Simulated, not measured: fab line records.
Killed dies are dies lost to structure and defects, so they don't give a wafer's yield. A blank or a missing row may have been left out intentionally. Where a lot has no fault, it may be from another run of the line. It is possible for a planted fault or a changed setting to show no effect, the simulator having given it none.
What tool caused it? | flow nand harc | Sampling: 11 lots, 33 wafers, 6 of 1302 route steps

WHAT THE GAUGES SHOWED, per wafer
NHARC_A_M0_OVL_MEAS_10: pitch 160 nm.
lot  | measured     | on         | overlay x nm (nm) | overlay y nm (nm)
L537 | day 23 23:16 | overlay-01 | -1.6 -1.3 -1.5    | 2.0 2.2 2.5
L540 | day 24 09:50 | overlay-01 | -0.1 0.2 -0.3     | 0.6 1.0 0.4
L541 | day 25 18:44 | overlay-01 | 0.3 -0.3 -0.1     | -0.7 -0.5 -0.4
L542 | day 25 20:04 | overlay-01 | 1.3 1.2 0.8       | -0.4 -1.0 -0.6
L544 | day 26 08:23 | overlay-02 | -0.9 -0.8 -0.9    | 1.2 0.3 -0.1
L547 | day 27 16:47 | overlay-02 | -0.4 -0.3 -0.8    | 0.4 0.0 0.3
L548 | day 29 13:29 | overlay-02 | 0.5 0.3 0.9       | 0.6 0.7 0.4
L554 | day 30 15:16 | overlay-02 | 14.0 13.6 13.6    | -1.4 -0.7 -0.8
L558 | day 32 13:29 | overlay-02 | 0.4 0.9 0.5       | -0.7 -0.7 -1.1
L555 | day 32 18:09 | overlay-01 | 0.7 0.4 0.5       | -0.2 0.2 -0.1
L557 | day 32 21:29 | overlay-01 | 13.7 13.8 13.7    | -0.6 -0.7 -0.6

NHARC_END_SORT_01.
lot  | measured     | on        | defect limited yield (%) | killed at array | killed at other | killed at periphery | killed dies | killed open | killed short
L548 | day 31 04:09 | prober-01 | 90.0 90.0 88.5           | 64 62 74        | 1 0 1           | 3 6 3               | 68 68 78    | 5 2 4       | 4 0 4

WHAT TOOL EACH LOT RAN ON (gives the tool, then ch and the chambers of the sampled wafers, and finally the start)
lot  | NHARC_A_BLC_ETCH_17                           | NHARC_A_M0_EXPOSE_06               | NHARC_A_M0_ETCH_34                 | NHARC_A_M0_PRE_CLEAN_29
L537 | rie diel-07 ch 0,2,3, day 23 23:02 or earlier | arfi scanner-02 ch 0, day 23 23:02 | rie diel-03 ch 0,1,3, day 23 23:27 | pvd sputter-01, no start
L540 | rie diel-01 ch 0,1,3, day 24 09:37 or earlier | arfi scanner-03 ch 0, day 24 09:37 | rie diel-03 ch 1,2,3, day 24 23:41 | pvd sputter-02, no start
L541 | rie diel-09 ch 0,1, day 25 18:31 or earlier   | arfi scanner-03 ch 0, day 25 18:31 | rie diel-11 ch 1,2,3, day 25 18:56 | pvd sputter-02, no start
L542 | rie diel-09 ch 1,3, day 25 19:50 or earlier   | arfi scanner-02 ch 0, day 25 19:50 | rie diel-11 ch 0,2,3, day 25 20:14 | pvd sputter-01, no start
L544 | rie diel-07 ch 0,1, day 26 08:10 or earlier   | arfi scanner-03 ch 0, day 26 08:10 | rie diel-02 ch 1,3, day 26 08:34   | pvd sputter-01, no start
L547 | rie diel-07 ch 0,2,3, day 27 16:34 or earlier | arfi scanner-01 ch 0, day 27 16:34 | rie diel-02 ch 1,3, day 27 16:59   | pvd sputter-03, no start
L548 | rie diel-07 ch 0,2, day 29 13:16 or earlier   | arfi scanner-03 ch 0, day 29 13:16 | rie diel-02 ch 0,3, day 29 13:41   | pvd sputter-03, day 31 04:09 or earlier
L554 | rie diel-07 ch 0,1,2, day 30 15:03 or earlier | arfi scanner-03 ch 0, day 30 15:03 | rie diel-03 ch 1,2, day 30 15:28   | pvd sputter-01, no start
L558 | rie diel-07 ch 0,2, day 32 13:16 or earlier   | arfi scanner-02 ch 0, day 32 13:16 | rie diel-11 ch 0,2, day 32 13:41   | pvd sputter-02, no start
L555 | rie diel-09 ch 0,1,2, day 32 17:56 or earlier | arfi scanner-01 ch 0, day 32 17:56 | rie diel-02 ch 1,2,3, day 32 18:20 | pvd sputter-03, no start
L557 | rie diel-07 ch 1,3, day 32 21:16 or earlier   | arfi scanner-03 ch 0, day 32 21:16 | rie diel-02 ch 0,2, day 32 21:40   | pvd sputter-02, no start
- NHARC_A_BLC_ETCH_17: etches the open film in N2/H2, target depth 390 nm, time 609.38 s.
- NHARC_A_M0_EXPOSE_06: exposes mask A M0, target cd 80 nm.
- NHARC_A_M0_ETCH_34: etches the open film in N2/H2, target depth 40 nm, overetch 12 nm, time 43.94 s.
- NHARC_A_M0_PRE_CLEAN_29: time 30 s.

WHAT THE TOOLS THEMSELVES READ (means of the sampled wafers that have a number; where no wafer has one, the mark that the record gives instead)
NHARC_A_BLC_ETCH_17.
lot  | tool        | drypump motor current A (A) | mfc ar sccm (sccm) | oes product au (a.u.) | rf fwd power W (W) | rf vpp V (V) | showerhead plenum p Torr (Torr) | throttle valve pct (%)
L537 | rie diel-07 | 5.5                         | 0.002              | 1.000                 | 399.2              | 430.8        | 2.01                            | 14.174
L540 | rie diel-01 | 5.8                         | 0.017              | 1.001                 | 399.5              | 430.4        | 2.00                            | 14.174
L541 | rie diel-09 | 6.0                         | 0.017              | 1.006                 | 399.4              | 431.8        | 2.07                            | 14.171
L542 | rie diel-09 | 5.9                         | 0.008              | 1.005                 | 400.4              | 429.2        | 1.97                            | 14.179
L544 | rie diel-07 | 6.0                         | 0.000              | 0.997                 | 399.0              | 429.7        | 2.00                            | 14.166
L547 | rie diel-07 | 5.5                         | 0.002              | 0.992                 | 399.4              | 429.4        | 2.01                            | 14.179
L548 | rie diel-07 | 5.6                         | 0.002              | 0.994                 | 400.4              | 429.7        | 2.02                            | 14.163
L554 | rie diel-07 | 5.9                         | 0.002              | 0.996                 | 397.9              | 429.9        | 2.02                            | 14.174
L558 | rie diel-07 | 5.5                         | 0.004              | 1.003                 | 399.6              | 430.9        | 2.03                            | 14.166
L555 | rie diel-09 | 6.0                         | 0.008              | 1.001                 | 399.5              | 429.5        | 2.01                            | 14.170
L557 | rie diel-07 | 5.7                         | 0.000              | 0.986                 | 400.5              | 428.0        | 1.98                            | 14.169

NHARC_A_M0_EXPOSE_06.
lot  | tool            | exposure dose mJ cm2
L537 | arfi scanner-02 | 83.1
L540 | arfi scanner-03 | 83.2
L541 | arfi scanner-03 | 83.1
L542 | arfi scanner-02 | 83.2
L544 | arfi scanner-03 | 83.2
L547 | arfi scanner-01 | 84.0
L548 | arfi scanner-03 | 83.2
L554 | arfi scanner-03 | 83.1
L558 | arfi scanner-02 | 83.3
L555 | arfi scanner-01 | 83.9
L557 | arfi scanner-03 | 83.3

NHARC_A_M0_ETCH_34.
lot  | tool        | drypump motor current A (A) | mfc ar sccm (sccm) | oes product au (a.u.) | rf fwd power W (W) | rf vpp V (V) | showerhead plenum p Torr (Torr) | throttle valve pct (%)
L537 | rie diel-03 | 5.8                         | 0.006              | 0.993                 | 395.4              | 431.4        | 2.07                            | 14.175
L540 | rie diel-03 | 6.2                         | 0.006              | 0.997                 | 395.2              | 430.0        | 2.04                            | 14.171
L541 | rie diel-11 | 6.1                         | 0.010              | 1.007                 | 394.2              | 428.2        | 1.94                            | 14.168
L542 | rie diel-11 | 5.8                         | 0.011              | 0.995                 | 395.5              | 429.7        | 2.01                            | 14.183
L544 | rie diel-02 | 5.9                         | 0.015              | 0.988                 | 394.5              | 428.9        | 1.98                            | 14.172
L547 | rie diel-02 | 5.5                         | 0.007              | 1.000                 | 395.8              | 430.6        | 2.03                            | 14.170
L548 | rie diel-02 | 6.0                         | 0.024              | 0.998                 | 394.7              | 427.9        | 1.95                            | 14.172
L554 | rie diel-03 | 6.2                         | 0.004              | 1.016                 | 395.6              | 429.1        | 2.00                            | 14.171
L558 | rie diel-11 | 6.0                         | 0.001              | 0.996                 | 394.2              | 429.1        | 1.98                            | 14.173
L555 | rie diel-02 | 5.8                         | 0.014              | 0.993                 | 393.8              | 428.9        | 1.99                            | 14.165
L557 | rie diel-02 | 5.9                         | 0.022              | 0.995                 | 393.1              | 429.2        | 1.97                            | 14.164

NHARC_A_M0_PRE_CLEAN_29.
lot  | tool           | heater power w (W)
L537 | pvd sputter-01 | 387
L540 | pvd sputter-02 | 412
L541 | pvd sputter-02 | 403
L542 | pvd sputter-01 | 383
L544 | pvd sputter-01 | 395
L547 | pvd sputter-03 | 395
L548 | pvd sputter-03 | 376
L554 | pvd sputter-01 | 377
L558 | pvd sputter-02 | 394
L555 | pvd sputter-03 | 385
L557 | pvd sputter-02 | 405

THE ANSWER, worked out from the rows above alone
Rule: the usual values come from the lots themselves. The widest of any qualifying gaps counts: lots, ordered by their means at a reading, are off when they make up no more than a third of the lots, leave a main group of 4 or more, and stand apart from it by 3 or more times the standard deviation of that group's means. Not used: any main group whose means are identical at the precision the tables above print for the reading. A lot without any number at a reading at which 4 lots or more have one is off too. Any other lot the step has rows for is counted as sound. After the gauges, taken in route order, come the tools' own readings; for these a lot's mean is taken, as printed above. At the first step where some lot is off, the reading lying furthest off is the one used; lots without a number count as furthest.
Off, at NHARC_A_M0_OVL_MEAS_10 on overlay x nm: L554, L557. Mean -0.0 nm and standard deviation 0.77 in the main group.
A tool fits if, at a process step before that reading, it ran every lot that is off, and no sound lot after the first of them. Those tools and the gauges at NHARC_A_M0_OVL_MEAS_10 are tried in the same way. With no start given for some of its lots, NHARC_A_BLC_ETCH_17 uses the hours and lot order of NHARC_A_M0_EXPOSE_06. One fits: arfi scanner-03 at NHARC_A_M0_EXPOSE_06. A fault onset in the window from L548 (day 29 13:16, its last sound lot) to L554 (day 30 15:03, its first lot off) fits.

WHAT THE SIMULATOR HAD INSERTED
Scanner matching overlay: arfi scanner-03, from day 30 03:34 on, at NHARC_A_M0_EXPOSE_06. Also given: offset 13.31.
Struck lots among those shown: L554, L557. The rule above reached the same finding.
